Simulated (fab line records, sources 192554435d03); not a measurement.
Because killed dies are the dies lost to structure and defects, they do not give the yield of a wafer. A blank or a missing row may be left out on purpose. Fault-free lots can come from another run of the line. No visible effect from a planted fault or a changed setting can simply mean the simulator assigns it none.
Which tool is to blame?    flow n5Finfet    72 wafers from 24 lots sampled at 6 of the route's 1938 steps

== WHAT THE GAUGES SHOWED, per wafer ==
N5_BEOL_M7_CD_MEAS_18: pitch 80 nm, target cd 40 nm. Usual: cdNm at 40.2 nm, with a standard deviation of 0.87.
lot   measured      on        cdNm (nm)       flag
L075  day 8 12:56   cdSem-01  39.8 40.1 40.2  
L076  day 8 15:53   cdSem-01  39.3 40.5 40.4  
L074  day 8 16:26   cdSem-03  41.4 41.0 42.2  
L077  day 9 05:05   cdSem-03  39.7 40.2 40.8  
L078  day 9 10:58   cdSem-03  39.6 39.3 39.9  
L079  day 9 13:54   cdSem-02  37.6 39.1 39.8  
L082  day 12 02:14  cdSem-01  40.2 39.2 39.8  
L080  day 12 05:49  cdSem-03  40.3 40.4 39.1  
L085  day 12 11:16  cdSem-01  41.0 41.2 41.7  
L083  day 12 15:59  cdSem-02  40.5 40.6 39.8  
L086  day 12 19:50  cdSem-01  41.3 40.7 41.3  
L084  day 12 20:06  cdSem-02  41.4 41.0 41.7  
L087  day 12 21:47  cdSem-02  38.0 38.2 38.6  
L088  day 12 21:58  cdSem-03  41.1 41.6 40.7  
L090  day 13 03:40  cdSem-02  42.2 40.1 41.2  
L089  day 13 03:43  cdSem-03  40.1 39.9 39.6  
L091  day 13 12:31  cdSem-01  41.1 40.1 39.6  
L092  day 13 12:46  cdSem-01  39.8 39.6 39.7  
L093  day 14 01:00  cdSem-01  39.9 39.0 40.3  
L094  day 14 07:27  cdSem-03  39.2 39.2 40.9  
L095  day 14 11:17  cdSem-02  42.0 41.2 40.9  
L096  day 14 22:45  cdSem-02  40.0 39.8 40.4  
L081  day 15 03:01  cdSem-01  40.2 40.8 40.6  
L097  day 15 08:04  cdSem-02  40.8 39.1 40.1  

N5_BEOL_M7_OVL_MEAS_29. Usual: for V6_OVL the level is 0.1 nm and the standard deviation is 0.67.
lot   measured      on          V6_OVL (nm)     flag
L075  day 8 13:16   overlay-01  0.7 0.0 1.1     
L076  day 8 16:22   overlay-01  0.0 -0.7 0.2    
L074  day 8 17:54   overlay-01  -0.9 0.6 -0.3   
L077  day 9 05:26   overlay-01  -0.9 -0.4 -0.3  
L078  day 9 11:26   overlay-01  -1.7 -0.8 -1.0  
L079  day 9 14:15   overlay-02  -0.2 0.6 0.8    
L082  day 12 08:55  overlay-02  0.2 0.3 0.3     
L080  day 12 11:30  overlay-01  -0.7 -1.3 -0.2  
L085  day 12 12:01  overlay-01  0.4 1.4 0.4     
L083  day 12 18:09  overlay-01  -0.2 0.0 -0.9   
L086  day 12 20:14  overlay-02  -1.2 0.2 0.9    
L084  day 12 20:29  overlay-02  0.8 -0.1 -0.1   
L087  day 13 01:00  overlay-01  -0.6 -0.7 -0.9  
L088  day 13 01:10  overlay-01  1.0 0.2 1.1     
L090  day 13 05:01  overlay-02  0.0 0.2 0.0     
L089  day 13 05:13  overlay-01  0.9 1.2 0.7     
L091  day 13 13:46  overlay-02  0.1 -0.4 0.3    
L092  day 13 13:57  overlay-02  0.3 0.7 -0.4    
L093  day 14 01:29  overlay-02  0.2 -0.5 0.4    
L094  day 14 08:20  overlay-01  -1.2 -0.7 -1.1  
L095  day 14 12:37  overlay-01  0.3 0.7 -0.1    
L096  day 15 01:19  overlay-02  0.5 0.3 1.1     
L081  day 15 05:59  overlay-02  0.8 0.5 1.3     
L097  day 15 10:09  overlay-02  -0.5 -0.5 -0.4  

N5_BEOL_M7_CD_MEAS_35: the cd target is 40 nm. Usual: cdNm at 40.2 nm, with a standard deviation of 0.88.
lot   measured      on        cdNm (nm)       flag
L075  day 8 13:56   cdSem-02  40.1 40.5 40.0  
L076  day 8 17:02   cdSem-03  39.8 40.2 40.1  
L074  day 8 18:57   cdSem-03  41.7 41.1 42.0  
L077  day 9 06:22   cdSem-03  39.4 39.9 40.2  
L078  day 9 12:07   cdSem-02  39.9 39.1 39.8  
L079  day 9 14:55   cdSem-02  38.2 39.1 40.0  
L082  day 12 09:35  cdSem-03  40.4 39.3 39.6  
L080  day 12 12:11  cdSem-03  39.9 40.5 38.8  
L085  day 12 12:40  cdSem-02  40.9 41.3 41.6  
L083  day 12 18:49  cdSem-01  40.7 40.2 39.4  
L086  day 12 20:55  cdSem-03  41.0 40.7 41.2  
L084  day 12 21:31  cdSem-01  41.5 41.6 41.7  
L087  day 13 01:40  cdSem-02  38.0 37.9 38.9  
L088  day 13 01:50  cdSem-03  40.9 41.6 40.7  
L090  day 13 05:43  cdSem-01  42.2 40.0 41.5  
L089  day 13 06:10  cdSem-02  40.3 40.3 39.9  
L091  day 13 14:26  cdSem-02  41.1 39.5 39.3  
L092  day 13 14:37  cdSem-02  39.8 39.3 39.5  
L093  day 14 02:25  cdSem-01  40.3 39.6 39.9  
L094  day 14 09:02  cdSem-02  39.1 39.0 40.3  
L095  day 14 13:17  cdSem-01  41.7 41.1 41.2  
L096  day 15 01:59  cdSem-01  40.1 39.2 40.5  
L081  day 15 06:44  cdSem-01  40.5 40.8 41.1  
L097  day 15 11:42  cdSem-02  40.1 39.1 39.6  

N5_BEOL_M7_RS_MEAS_57: measures by four-point-probe. Usual: for M7_RS the level is 0.285 ohm/sq and the standard deviation is 0.01.
lot   measured      on            M7_RS (ohm/sq)     flag
L075  day 8 15:49   filmMetro-02  0.278 0.284 0.278  
L076  day 8 19:06   filmMetro-02  0.291 0.291 0.292  
L074  day 8 21:05   filmMetro-01  0.282 0.281 0.280  
L077  day 9 08:21   filmMetro-01  0.271 0.275 0.277  
L078  day 9 14:49   filmMetro-01  0.309 0.286 0.292  
L079  day 9 16:49   filmMetro-02  0.286 0.289 0.293  
L082  day 12 12:01  filmMetro-01  0.292 0.293 0.278  
L080  day 12 15:35  filmMetro-02  0.294 0.291 0.283  
L085  day 12 16:26  filmMetro-02  0.292 0.285 0.287  
L083  day 12 21:19  filmMetro-01  0.275 0.274 0.272  
L086  day 12 23:18  filmMetro-01  0.303 0.295 0.320  
L084  day 13 00:59  filmMetro-02  0.305 0.300 0.296  
L087  day 13 04:37  filmMetro-01  0.296 0.284 0.294  
L088  day 13 04:53  filmMetro-01  0.285 0.277 0.283  
L090  day 13 08:44  filmMetro-02  0.285 0.267 0.273  
L089  day 13 09:34  filmMetro-02  0.280 0.277 0.283  
L091  day 13 16:51  filmMetro-02  0.272 0.291 0.277  
L092  day 13 18:52  filmMetro-02  0.287 0.290 0.289  
L093  day 14 05:20  filmMetro-01  0.277 0.285 0.274  
L094  day 14 11:23  filmMetro-02  0.276 0.265 0.288  
L095  day 14 17:25  filmMetro-01  0.281 0.280 0.285  
L096  day 15 04:23  filmMetro-01  0.284 0.276 0.284  
L081  day 15 10:43  filmMetro-01  0.285 0.299 0.268  
L097  day 15 15:34  filmMetro-01  0.276 0.279 0.272  

N5_BEOL_M8_INSPECT_13: inspects for defects (brightfield). Usual: rawDefectCount at 407, with a standard deviation of 95.
lot   measured      on                rawDefectCount  flag
L075  day 8 17:23   defectInspect-02  370 331 381     
L076  day 8 20:31   defectInspect-01  390 423 498     
L074  day 8 22:59   defectInspect-01  370 286 353     
L077  day 9 09:34   defectInspect-01  343 332 351     
L078  day 9 15:59   defectInspect-01  281 275 400     
L079  day 9 18:48   defectInspect-01  449 366 373     
L082  day 12 15:40  defectInspect-02  414 446 374     
L080  day 12 16:45  defectInspect-01  408 365 416     
L085  day 12 19:08  defectInspect-01  332 273 343     
L083  day 13 00:07  defectInspect-01  376 299 335     
L086  day 13 02:15  defectInspect-01  368 382 511     
L084  day 13 02:32  defectInspect-02  356 306 418     
L087  day 13 06:15  defectInspect-02  460 531 477     
L088  day 13 06:25  defectInspect-01  373 310 317     
L090  day 13 11:52  defectInspect-02  298 359 353     
L089  day 13 12:16  defectInspect-01  400 493 326     
L091  day 13 18:40  defectInspect-02  414 551 450     
L092  day 13 23:14  defectInspect-01  385 456 323     
L093  day 14 07:20  defectInspect-01  251 331 334     
L094  day 14 13:32  defectInspect-01  544 371 470     
L095  day 14 19:09  defectInspect-01  444 473 587     
L096  day 15 07:31  defectInspect-01  509 696 519     
L081  day 15 13:35  defectInspect-02  402 298 485     
L097  day 15 19:35  defectInspect-01  375 539 310     

== WHAT TOOL EACH LOT RAN ON (gives the tool, then ch and the chambers of the sampled wafers, and finally the start) ==
lot   N5_BEOL_M7_DEP_56
L075  pecvd-04 ch 0,2, day 8 15:45
L076  pecvd-03 ch 0,1,2, day 8 19:02
L074  pecvd-03 ch 0,1,2, day 8 21:01
L077  pecvd-04 ch 0,1,2, day 9 08:17
L078  pecvd-03 ch 1,2, day 9 14:45
L079  pecvd-02 ch 0,1, day 9 16:44
L082  pecvd-03 ch 0,1,2, day 12 11:56
L080  pecvd-02 ch 1,2, day 12 15:31
L085  pecvd-03 ch 0,1,2, day 12 16:22
L083  pecvd-02 ch 0,1, day 12 21:14
L086  pecvd-02 ch 0,1, day 12 23:14
L084  pecvd-02 ch 0,1,2, day 13 00:55
L087  pecvd-04 ch 0,1,2, day 13 04:33
L088  pecvd-04 ch 0,1,2, day 13 04:49
L090  pecvd-02 ch 1,2, day 13 08:40
L089  pecvd-04 ch 0,1,2, day 13 09:30
L091  pecvd-04 ch 0,1, day 13 16:47
L092  pecvd-02 ch 0,1, day 13 18:47
L093  pecvd-02 ch 0,1,2, day 14 05:16
L094  pecvd-04 ch 1,2, day 14 11:19
L095  pecvd-03 ch 0,2, day 14 17:19
L096  pecvd-03 ch 2, day 15 04:17
L081  pecvd-02 ch 0,1, day 15 10:39
L097  pecvd-04 ch 0,2, day 15 15:29
- N5_BEOL_M7_DEP_56: deposits SiCN from 3MS/NH3, target thk 10 nm, time 17.5 s.

== WHAT THE TOOLS THEMSELVES READ (means of the sampled wafers that have a number; where no wafer has one, the mark that the record gives instead) ==
N5_BEOL_M7_DEP_56. Usual: rfFwdPowerW 199.2 W, standard deviation 0.83; showerheadPlenumPTorr 3.666 Torr, standard deviation 0.014; throttleValvePct 9.0 %, standard deviation 0.47.
lot   tool      rfFwdPowerW (W)  showerheadPlenumPTorr (Torr)  throttleValvePct (%)  flag
L075  pecvd-04  199.0            3.669                         8.6                   
L076  pecvd-03  199.3            3.652                         8.8                   
L074  pecvd-03  199.8            3.647                         8.7                   
L077  pecvd-04  200.1            3.677                         9.0                   
L078  pecvd-03  199.4            3.659                         8.7                   
L079  pecvd-02  198.8            3.667                         9.4                   
L082  pecvd-03  199.5            3.652                         8.7                   
L080  pecvd-02  199.6            3.676                         8.7                   
L085  pecvd-03  199.4            3.654                         8.7                   
L083  pecvd-02  198.7            3.660                         9.2                   
L086  pecvd-02  198.8            3.664                         9.3                   
L084  pecvd-02  199.4            3.673                         9.0                   
L087  pecvd-04  199.2            3.670                         9.1                   
L088  pecvd-04  199.6            3.669                         9.0                   
L090  pecvd-02  199.8            3.680                         9.0                   
L089  pecvd-04  199.0            3.671                         9.2                   
L091  pecvd-04  199.3            3.672                         9.0                   
L092  pecvd-02  198.4            3.670                         9.2                   
L093  pecvd-02  198.9            3.668                         9.0                   
L094  pecvd-04  199.4            3.674                         9.4                   
L095  pecvd-03  199.3            3.671                         8.7                   
L096  pecvd-03  199.8            3.673                         8.3                   
L081  pecvd-02  199.9            3.666                         9.3                   
L097  pecvd-04  199.2            3.673                         8.9                   

== THE ANSWER, worked out from the rows above alone ==
Rule: take the mean of a lot's wafers that have a number; if it is more than 3 standard deviations from the usual mean, the lot is off. Also off: a lot with no number at a reading for which 4 or more lots have one. The other lots that the step has rows for count as sound. Order of review: gauges by route order, followed by the tools' own readings, for which a lot's mean as printed above is used. The first step at which some lot is off is used, and at that step the reading that is off furthest; a lot without a number counts as furthest.
Nothing can be told from this: no lot is off at any reading shown.

== WHAT WAS PUT IN BY THE SIMULATOR ==
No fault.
